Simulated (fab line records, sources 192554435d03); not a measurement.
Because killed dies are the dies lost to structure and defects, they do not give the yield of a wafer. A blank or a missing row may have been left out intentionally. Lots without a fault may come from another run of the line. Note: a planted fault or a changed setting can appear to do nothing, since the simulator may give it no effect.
Split-lot study -- flow n5_finfet -- on a route of 1938 steps: 7 lots, 21 wafers read

== ON THE SPLIT ==
At N5_BEOL_M0_ETCH_109 (etches SiCN in CH3F/O2, target depth 8 nm, overetch 2.4 nm, time 27.4 s), the setting bias_w was moved away from the recipe's 75 W on 10 of the 21 wafers read, by -7.7% to +16.0%. All remaining wafers had this setting at the recipe value.

The split's own step is where the reading is taken.

== THE READING ==
rf_vpp_V, in V, at N5_BEOL_M0_ETCH_109 (etches SiCN in CH3F/O2, target depth 8 nm, overetch 2.4 nm, time 27.4 s). Fault-free wafers of this fab line usually give 297.3 V, standard deviation 1.2 V.

wafer,"tool, chamber at the split","bias_w as run, W",against the recipe,"rf_vpp_V, V",against lot-mates on the recipe
L077.1,"rie_diel-06, 0",80.31,+7.1%,311.7,no lot-mate on the recipe
L077.5,"rie_diel-06, 0",80.31,+7.1%,311.5,no lot-mate on the recipe
L077.6,"rie_diel-06, 1",80.31,+7.1%,310.6,no lot-mate on the recipe
L074.1,"rie_diel-06, 3",75,recipe,299.1,-
L074.3,"rie_diel-06, 0",70.44,-6.1%,287.9,-9.4
L074.4,"rie_diel-06, 1",75,recipe,295.4,-
L079.3,"rie_diel-03, 2",75,recipe,297.5,-
L079.4,"rie_diel-03, 2",87.01,+16.0%,328.6,+31.0
L079.5,"rie_diel-03, 3",75,recipe,297.8,-
L083.1,"rie_diel-05, 3",75,recipe,296.2,-
L083.2,"rie_diel-05, 2",79.05,+5.4%,306.5,+10.3
L083.4,"rie_diel-05, 0",79.05,+5.4%,308.5,+12.3
L091.2,"rie_diel-05, 1",69.24,-7.7%,284.1,-13.8
L091.5,"rie_diel-05, 3",75,recipe,297.9,-
L091.6,"rie_diel-05, 0",69.24,-7.7%,281.6,-16.3
L092.2,"rie_diel-05, 0",75,recipe,295.9,-
L092.3,"rie_diel-05, 1",75,recipe,297.8,-
L092.4,"rie_diel-05, 1",75,recipe,298.2,-
L094.1,"rie_diel-05, 2",75,recipe,295.9,-
L094.3,"rie_diel-05, 3",75,recipe,296.3,-
L094.6,"rie_diel-05, 2",83.41,+11.2%,315.2,+19.1

FIT RESULTS
A straight line over all 21 wafers: rf_vpp_V changes by +1.86 V for each +1% of bias_w; r = +0.99; the points scatter about the line by 1.4 V.
The same after taking each lot's own level away (the mean of its wafers on the recipe; 18 wafers): +1.88 V for each +1%; r = +0.99; scatter 1.3 V.
The reading moves by 30 V for the largest change in bias_w, on that fit.
Measured against the standard deviation above, the lots' own levels, which go from 296.10 to 297.90 V, span 1.5 times it.
Consequently the slope shifts little with the lot-to-lot level, the two slopes agreeing.
Check: with one of the wafers moved furthest among these (+16.0%) left out of the fit, the line predicts +29.6 V for it against its lot-mates. Against them it came out at +31 V.
Tool readings at the split's step, against how far the setting was moved: rf_vpp_V r = +0.99.

== ADDITIONAL SPLITS CARRIED BY THESE WAFERS ==
Before the reading, these wafers also passed through other splits. Each is held against what the fit with the lots' levels taken away leaves over:
other split on the same wafers,wafers away from the commonest value,r with rf_vpp_V (lot level and that fit taken away)
N5_FIN_SAQP_COAT_50 spin_rpm,6,-0.07
N5_FIN_SAQP_DEVELOP_15 develop_time_s,8,-0.02
N5_SD_EPI_P_EPI_21 time_s,6,-0.16
N5_SD_ACTIVATION_LSA_01 temp_c,3,+0.33
N5_BEOL_M0_SAQP_PECVD_04 time_s,7,+0.04
N5_BEOL_M0_SAQP_EXPOSE_11 dose_mj,5,-0.05
N5_BEOL_M0_CUTY_ETCH_63 time_s,10,-0.06
N5_BEOL_M0_ETCH_128 source_w,7,+0.07

== FILE'S OWN FIT ==
rf_vpp_V changes by +1.86 V for each +1% of bias_w, r = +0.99.
